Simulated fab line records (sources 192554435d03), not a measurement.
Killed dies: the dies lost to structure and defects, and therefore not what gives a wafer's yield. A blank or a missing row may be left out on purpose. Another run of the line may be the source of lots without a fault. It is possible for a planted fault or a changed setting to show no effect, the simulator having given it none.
fab line records	flow n5Finfet
record lots=10	wafers=30	lastDay=18
route steps=1938 shown BEOL_M2@911 BEOL_M3@933 BEOL_M4@1111 PASSIVATION@1936
lots with no fault: from the same line, run without faults
startH: hours from the record's first day to the start of the lot's first wafer shown	waitH: time in hours since the lot's previous step	" same as the row above	L1.1+2: a single row standing in for several wafers	- value missing, or start not given	* or withheld: withheld	< > ~ a bound
route shown NAME@n: NAME is a module with steps in the file, n the number in the route of the first one	usual: the fault-free wafers' mean and standard deviation	same: alike in all rows	chamber/n: place in a boat	sites: each site's reading	_std_site: the standard deviation of these	_edge_site: inner sites' mean taken away from outer sites' mean	radiusMm: how far each site lies from the wafer's centre	mask NAME#n: copy n	behind: the tool/chamber that last shaped the wafer	hold: what put the lot on hold/how long, in hours/how the hold closed	device: whichever transistor did not switch (one of n, p or np)	end of line: tests run on the same wafers once the route is complete	where a step has no rows: the recipe by itself	killed: count of dies lost to structure and defects at first sort (not the wafer's yield)	map: per-die view of a wafer (x killed, . not killed, _ where there is no die)
set.NAME: the setting as run; set.NAME@STEP: as run at that earlier step	model.NAME: the simulator's own value behind a step, which no gauge read
steps of the route over a sample of lots; a table a step, a row a wafer
services: the hour from which a tool's chamber was out of use, counted from the record's first day as startH (under 0 if before that day), plus the number of hours and why
## steps
# step N5_BEOL_M2_ANNEAL_87
# recipe tempC=400	timeS=240	ambient=vacuum
# usual heaterPowerW=841/54
lot.wafer	tool	chamber	startH	waitH	heaterPowerW
L524.1	pvdSputter-02	-	160.55	0.0	813
L524.3	"	-	"	"	851
L524.5	"	-	"	"	836
L526.1	pvdSputter-03	-	161.26	0.0	767
L526.3	"	-	"	"	922
L526.6	"	-	"	"	780
L527.1	pvdSputter-02	-	164.34	0.0	774
L527.3	"	-	"	"	927
L527.5	"	-	"	"	898
L528.2	pvdSputter-02	-	168.56	0.0	849
L528.4	"	-	"	"	793
L528.5	"	-	"	"	917
L529.3	pvdSputter-02	-	170.88	0.0	907
L529.4	"	-	"	"	775
L529.6	"	-	"	"	936
L532.2	pvdSputter-02	-	198.92	0.0	835
L532.4	"	-	"	"	757
L532.6	"	-	"	"	906
L534.1	pvdSputter-01	-	202.10	0.0	750
L534.3	"	-	"	"	824
L534.4	"	-	"	"	924
L544.4	pvdSputter-01	-	271.25	0.0	903
L544.5	"	-	"	"	855
L544.6	"	-	"	"	833
L545.1	pvdSputter-03	-	272.73	0.0	834
L545.5	"	-	"	"	837
L545.6	"	-	"	"	905
L547.1	pvdSputter-01	-	281.44	0.0	735
L547.4	"	-	"	"	830
L547.5	"	-	"	"	939
# step N5_BEOL_M2_ANNEAL_93
# recipe tempC=400	timeS=240	ambient=vacuum
# usual heaterPowerW=841/53
lot.wafer	tool	chamber	startH	waitH	heaterPowerW
L524.1	pvdSputter-02	-	161.21	0.0	813
L524.3	"	-	"	"	832
L524.5	"	-	"	"	837
L526.1	pvdSputter-03	-	161.92	0.0	776
L526.3	"	-	"	"	893
L526.6	"	-	"	"	779
L527.1	pvdSputter-02	-	165.00	0.0	757
L527.3	"	-	"	"	929
L527.5	"	-	"	"	921
L528.2	pvdSputter-02	-	169.22	0.0	819
L528.4	"	-	"	"	788
L528.5	"	-	"	"	924
L529.3	pvdSputter-02	-	171.54	0.0	913
L529.4	"	-	"	"	771
L529.6	"	-	"	"	920
L532.2	pvdSputter-02	-	199.58	0.0	844
L532.4	"	-	"	"	784
L532.6	"	-	"	"	903
L534.1	pvdSputter-01	-	202.76	0.0	755
L534.3	"	-	"	"	829
L534.4	"	-	"	"	927
L544.4	pvdSputter-01	-	271.91	0.0	936
L544.5	"	-	"	"	889
L544.6	"	-	"	"	826
L545.1	pvdSputter-03	-	273.39	0.0	838
L545.5	"	-	"	"	827
L545.6	"	-	"	"	892
L547.1	pvdSputter-01	-	282.10	0.0	752
L547.4	"	-	"	"	815
L547.5	"	-	"	"	931
# step N5_BEOL_M2_SPUTTER_94
# recipe material=Cu	targetThkA=45	tempC=-20	chamberPressurePa=0.07	powerW=withheld	timeS=8.29
# usual throttleValvePct=30.5/0.83
lot.wafer	tool	chamber	startH	waitH	throttleValvePct
L524.1	pvdSputter-02	-	161.35	0.1	30.7
L524.3	"	-	"	"	30.6
L524.5	"	-	"	"	30.4
L526.1	pvdSputter-03	-	162.06	0.1	30.8
L526.3	"	-	"	"	32.2
L526.6	"	-	"	"	31.2
L527.1	pvdSputter-02	-	165.14	0.1	29.7
L527.3	"	-	"	"	30.5
L527.5	"	-	"	"	30.5
L528.2	pvdSputter-02	-	169.36	0.1	30.6
L528.4	"	-	"	"	29.9
L528.5	"	-	"	"	30.1
L529.3	pvdSputter-02	-	171.68	0.1	30.4
L529.4	"	-	"	"	29.9
L529.6	"	-	"	"	30.5
L532.2	pvdSputter-02	-	199.72	0.1	30.5
L532.4	"	-	"	"	29.8
L532.6	"	-	"	"	30.2
L534.1	pvdSputter-01	-	202.90	0.1	31.9
L534.3	"	-	"	"	31.1
L534.4	"	-	"	"	30.1
L544.4	pvdSputter-01	-	272.05	0.1	30.1
L544.5	"	-	"	"	30.5
L544.6	"	-	"	"	31.3
L545.1	pvdSputter-03	-	273.53	0.1	29.8
L545.5	"	-	"	"	29.6
L545.6	"	-	"	"	32.2
L547.1	pvdSputter-01	-	282.24	0.1	31.5
L547.4	"	-	"	"	31.5
L547.5	"	-	"	"	30.1
# step N5_BEOL_M3_PECVD_72
# recipe material=SiO2	targetThkA=160	tempC=400	precursor=TEOS/O2	pressureTorr=5.5	rfW=450	teosFlowSccm=53.8	gas=O2	flowSccm=3000	timeS=18
# usual heaterPowerW=715/89	showerheadPlenumPTorr=8.79/0.064	susceptorTempC=399.99/0.23	throttleValvePct=22.1/1.4
lot.wafer	tool	chamber	startH	waitH	heaterPowerW	showerheadPlenumPTorr	sinceWetCleanH	susceptorTempC	throttleValvePct
L524.1	pecvd-04	0	162.79	0.0	728	8.67	867	400.25	20.8
L524.3	"	2	"	"	666	8.84	113	399.91	21.0
L524.5	"	0	"	"	732	8.68	-	399.86	20.8
L526.1	pecvd-01	0	163.50	0.0	831	8.76	686	400.25	21.2
L526.3	"	1	"	"	665	8.73	1411	399.63	24.1
L526.6	"	0	"	"	818	8.78	-	400.30	21.0
L527.1	pecvd-01	1	166.59	0.0	724	8.71	1414	399.71	24.1
L527.3	"	0	"	"	852	8.78	689	400.01	21.0
L527.5	"	0	"	"	879	8.76	-	399.95	21.4
L528.2	pecvd-02	0	170.80	0.0	779	8.80	1237	400.03	22.8
L528.4	"	0	"	"	772	8.81	-	399.94	22.9
L528.5	"	1	"	"	578	8.87	-	399.66	24.2
L529.3	pecvd-02	2	173.12	0.0	678	8.84	485	399.92	21.8
L529.4	"	2	"	"	682	8.86	-	400.16	21.8
L529.6	"	1	"	"	565	8.86	-	400.04	24.7
L532.2	pecvd-02	1	201.16	0.0	576	8.87	1993	400.00	24.6
L532.4	"	1	"	"	578	8.90	-	399.76	24.6
L532.6	"	2	"	"	640	8.86	-	399.92	21.8
L534.1	pecvd-01	0	204.38	0.0	834	8.77	727	399.96	20.9
L534.3	"	0	"	"	820	8.78	-	400.01	21.2
L534.4	"	1	"	"	689	8.72	-	399.71	24.1
L544.4	pecvd-02	0	273.52	0.1	780	8.82	-	399.23	22.9
L544.5	"	2	"	"	707	8.85	-	399.62	22.0
L544.6	"	1	"	"	572	8.88	-	400.01	24.6
L545.1	pecvd-01	2	275.11	0.0	622	8.74	44	400.02	19.9
L545.5	"	2	"	"	665	8.75	-	400.01	20.0
L545.6	"	1	"	"	678	8.74	-	387.46	23.8
L547.1	pecvd-04	0	283.82	0.0	685	8.68	988	400.17	21.0
L547.4	"	0	"	"	702	8.68	-	400.34	21.0
L547.5	"	2	"	"	676	8.82	-	399.78	21.0
# step N5_BEOL_M4_RC_MEAS_101
# usual DIBL_N=35.4/2.1	DIBL_P=34.8/2.6	IOFF_N=0.15/0.037	IOFF_P=0.19/0.037	ION_N=677/16	ION_P=462/9.3	SS_N=71.4/0.75	SS_P=72.9/0.77	VT_N=250/3.7	VT_P=-251/3.5
lot.wafer	tool	chamber	startH	waitH	DIBL_N[mV/V]	DIBL_P[mV/V]	IOFF_N[nA/um]	IOFF_P[nA/um]	ION_N[uA/um]	ION_P[uA/um]	SS_N[mV/dec]	SS_P[mV/dec]	VT_N[mV]	VT_P[mV]
L524.1	prober-01	0	183.49	0.0	35.6	34.3	0.13	0.14	654	441	71.5	72.4	255	-257
L524.3	"	0	"	"	39.3	38.9	0.22	0.20	684	455	73.0	73.8	247	-256
L524.5	"	0	"	"	37.9	37.1	0.19	0.18	686	455	72.5	73.3	249	-254
L526.1	prober-01	0	197.97	0.0	35.3	35.4	0.15	0.19	690	464	71.8	73.3	245	-253
L526.3	"	0	"	"	36.9	36.0	0.16	0.18	677	453	71.4	72.7	250	-255
L526.6	"	0	"	"	31.4	29.3	0.09	0.12	657	449	70.0	71.3	256	-259
L527.1	prober-02	0	198.45	0.2	34.7	35.4	0.15	0.18	697	463	70.7	72.6	249	-256
L527.3	"	0	"	"	31.1	31.0	0.09	0.13	665	461	70.3	71.1	256	-256
L527.5	"	0	"	"	35.3	35.7	0.14	0.19	679	464	71.1	72.5	249	-252
L528.2	prober-02	0	200.94	0.2	39.0	37.7	0.24	0.23	679	456	72.0	74.2	245	-248
L528.4	"	0	"	"	32.9	31.1	0.12	0.15	672	463	70.8	72.4	255	-252
L528.5	"	0	"	"	37.2	35.9	0.20	0.21	688	465	72.7	73.9	245	-248
L529.3	prober-02	0	204.45	0.3	35.6	35.9	0.15	0.20	677	461	71.1	73.5	253	-249
L529.4	"	0	"	"	33.2	32.4	0.11	0.14	669	459	70.3	71.7	255	-254
L529.6	"	0	"	"	32.8	32.0	0.11	0.15	647	454	71.4	72.9	253	-253
L532.2	prober-01	0	226.06	0.2	35.4	34.8	0.16	0.21	662	463	71.6	72.6	246	-248
L532.4	"	0	"	"	33.4	32.0	0.12	0.17	666	464	71.6	72.0	251	-251
L532.6	"	0	"	"	37.0	37.2	0.20	0.26	682	465	73.0	73.6	245	-245
L534.1	prober-01	0	231.34	0.7	36.0	34.6	0.13	0.21	649	450	71.0	73.0	250	-251
L534.3	"	0	"	"	36.2	34.6	0.15	0.20	677	466	71.3	73.2	246	-252
L534.4	"	0	"	"	37.3	35.1	0.15	0.19	661	450	71.3	72.4	249	-251
L544.4	prober-01	0	303.34	0.5	35.9	34.1	0.13	0.15	656	449	71.6	72.8	255	-254
L544.5	"	0	"	"	39.2	39.1	0.20	0.22	709	469	72.2	74.6	245	-253
L544.6	"	0	"	"	35.8	33.8	0.13	0.14	668	445	71.5	73.2	254	-261
L545.1	prober-01	0	303.81	0.3	40.6	40.7	0.28	0.31	709	480	73.2	74.6	241	-246
L545.5	"	0	"	"	38.2	37.9	0.23	0.25	708	479	72.2	73.6	244	-245
L545.6	"	0	"	"	36.6	36.7	0.18	0.22	702	478	72.0	73.9	246	-247
L547.1	prober-02	0	326.03	0.0	38.0	40.0	0.22	0.26	710	477	72.6	73.7	242	-247
L547.4	"	0	"	"	36.1	37.1	0.18	0.23	701	476	71.7	73.3	247	-250
L547.5	"	0	"	"	36.0	36.9	0.17	0.21	689	467	71.4	73.6	246	-250
# step N5_PASSIVATION_PROBE_49
# usual defectLimitedYield=90.5/1.7	killed_at_M0_to_M3=37/12	killed_at_M4_up=14/5.2	killedAtContacts=12/5.9	killedAtFrontEnd=45/14	killedAtOther=3.5/2.8	killedDies=112/21	killedOpen=73/15	killedShort=36/8.9	sort_bin_4_leakage=0.00/0.007	sort_bin_5_function=5.6/1.2	sort_bin_6_memory=3.5/0.68	sort_bin_8_speed=0.01/0.1	sortNPass=1068/21	sortYieldPct=90.5/1.8
# same grossDies=1180	killedAtBackSide=0
lot.wafer	tool	chamber	startH	waitH	defectLimitedYield[%]	killed_at_M0_to_M3	killed_at_M4_up	killedAtContacts	killedAtFrontEnd	killedAtOther	killedDies	killedOpen	killedShort	sort_bin_4_leakage[%]	sort_bin_5_function[%]	sort_bin_6_memory[%]	sort_bin_8_speed[%]	sortNPass	sortYieldPct[%]
L526.1	prober-01	-	308.17	0.1	92.2	25	14	17	31	5	92	61	29	0	5.7	2.0	0	1088	92.2
L526.3	prober-01	-	308.27	0.2	91.7	26	5	11	53	3	98	64	33	0	4.2	3.6	0	1082	91.7
L526.6	prober-01	-	308.42	0.3	91.3	29	16	13	43	2	103	63	39	0	5.7	2.8	0	1077	91.3
L529.3	prober-02	-	319.73	0.1	89.3	37	11	12	66	0	126	81	43	0	6.2	3.6	0	1054	89.3
L529.4	prober-02	-	319.78	0.2	89.3	43	14	5	63	1	126	88	37	0	6.3	3.8	0	1054	89.3
L529.6	prober-02	-	319.88	0.3	89.4	35	15	17	58	0	125	86	35	0	6.5	3.9	0	1055	89.4
L544.4	prober-01	-	402.14	0.2	91.7	26	14	9	46	3	98	63	34	0	4.9	2.9	0	1082	91.7
L544.5	prober-01	-	402.19	0.2	92.2	29	21	5	33	4	92	57	32	0	5.1	2.5	0	1088	92.2
L544.6	prober-01	-	402.24	0.3	92.4	23	11	11	40	5	90	61	26	0	4.4	3.1	0	1090	92.4
# killed by level:class
L526.1 MOL_CONTACT_COAG:geometricParticle:open=15 FIN_SAQP:geometricParticle:open=9 FIN_SAQP:geometricParticle:short=8 BEOL_M0_SAQP:geometricParticle:open=6 STI_FIN_REVEAL:geometricParticle:open=6 BEOL_M0_SAQP:geometricParticle:short=6 BEOL_M3:geometricParticle:open=6 BEOL_M4:geometricParticle:open=6
L526.3 FIN_SAQP:geometricParticle:short=9 FIN_SAQP:geometricParticle:open=9 MOL_CONTACT_COAG:geometricParticle:open=9 GATE_CUT:geometricParticle:short=8 BEOL_M1:geometricParticle:open=8 STI_FIN_REVEAL:geometricParticle:open=6 GATE_CUT:geometricParticle:open=5 BEOL_M0_SAQP:geometricParticle:open=5
L526.6 STI_FIN_REVEAL:geometricParticle:open=14 MOL_CONTACT_COAG:geometricParticle:open=9 BEOL_M3:geometricParticle:open=8 BEOL_M0_SAQP:geometricParticle:short=7 FIN_SAQP:geometricParticle:short=6 FIN_SAQP:geometricParticle:open=5 BEOL_M2:geometricParticle:open=5 BEOL_M4:geometricParticle:short=5
L529.3 STI_FIN_REVEAL:geometricParticle:open=20 FIN_SAQP:geometricParticle:short=13 FIN_SAQP:geometricParticle:open=12 BEOL_M0_SAQP:geometricParticle:short=12 BEOL_M0_SAQP:geometricParticle:open=11 MOL_CONTACT_COAG:geometricParticle:open=10 GATE_CUT:geometricParticle:short=9 BEOL_M4:geometricParticle:open=6
L529.4 STI_FIN_REVEAL:geometricParticle:open=23 FIN_SAQP:geometricParticle:open=15 BEOL_M2:geometricParticle:open=11 FIN_SAQP:geometricParticle:short=10 BEOL_M0_SAQP:geometricParticle:short=9 BEOL_M0_SAQP:geometricParticle:open=8 BEOL_M1:geometricParticle:open=6 MOL_CONTACT_COAG:geometricParticle:open=5
L529.6 FIN_SAQP:geometricParticle:open=17 MOL_CONTACT_COAG:geometricParticle:open=16 STI_FIN_REVEAL:geometricParticle:open=15 BEOL_M0_SAQP:geometricParticle:open=12 FIN_SAQP:geometricParticle:short=9 BEOL_M0_SAQP:geometricParticle:short=9 BEOL_M3:geometricParticle:open=8 BEOL_M4:geometricParticle:open=6
L544.4 STI_FIN_REVEAL:geometricParticle:open=11 MOL_CONTACT_COAG:geometricParticle:open=8 BEOL_M0_SAQP:geometricParticle:open=7 BEOL_M4:geometricParticle:open=7 FIN_SAQP:geometricParticle:open=6 STARTING-WAFER:geometricParticle:short=6 STI_FIN_REVEAL:geometricParticle:short=4 BEOL_M0:geometricParticle:open=4
L544.5 STI_FIN_REVEAL:geometricParticle:open=8 BEOL_M0_SAQP:geometricParticle:open=7 GATE_CUT:geometricParticle:short=6 BEOL_M0_SAQP:geometricParticle:short=5 BEOL_M4:geometricParticle:open=5 BEOL_M5:geometricParticle:open=5 MOL_CONTACT_COAG:geometricParticle:open=4 STARTING-WAFER:geometricParticle:open=4
L544.6 STI_FIN_REVEAL:geometricParticle:open=10 MOL_CONTACT_COAG:geometricParticle:open=10 BEOL_M0:geometricParticle:open=7 DUMMY_GATE:geometricParticle:open=5 STI_FIN_REVEAL:geometricParticle:short=4 ILD0:geometricParticle:open=4 FIN_SAQP:geometricParticle:open=3 GATE_CUT:geometricParticle:open=3
## services
tool	chamber	startH	hours	kind
pecvd-04	0	136.78	13.9	repair
pvdSputter-01	-	137.28	15.4	repair
pecvd-04	2	163.33	2.1	scheduledDown
pecvd-04	1	170.87	13.4	repair
pecvd-04	1	188.62	2.1	scheduledDown
pecvd-01	2	202.38	-	clean
pecvd-01	2	202.38	-	consumableReplace:showerhead
pecvd-01	2	202.38	29.0	scheduledDown
pecvd-01	2	202.38	29.0	ventCycle
pecvd-02	1	204.81	2.1	scheduledDown
pecvd-02	2	212.94	5.5	scheduledDown
pecvd-01	1	234.87	10.4	repair
pecvd-02	-	240.78	1.8	repair
pecvd-04	-	255.35	2.8	pm
pecvd-02	1	256.42	-	calibration
pecvd-01	1	262.38	5.5	scheduledDown
## key
firstSign step=N5_BEOL_M3_PECVD_72	reading=susceptorTempC	direction=down	sigmas=55	usual=*	struck=*
effect none on later readings
metAt N5_BEOL_M3_PECVD_72
struckLots L545
struckWafers L545.6
notActingAt N5_BEOL_M2_ANNEAL_87,N5_BEOL_M2_ANNEAL_93,N5_BEOL_M2_SPUTTER_94
onsetBetween 204.38 275.11
fault kind=processParameterDrift	tool=pecvd-01	chamber=1	onsetH=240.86	steps=N5_BEOL_M3_PECVD_72	channel=tempC	offset=*	shape=step	endH=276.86	actsIn=*	stated=*
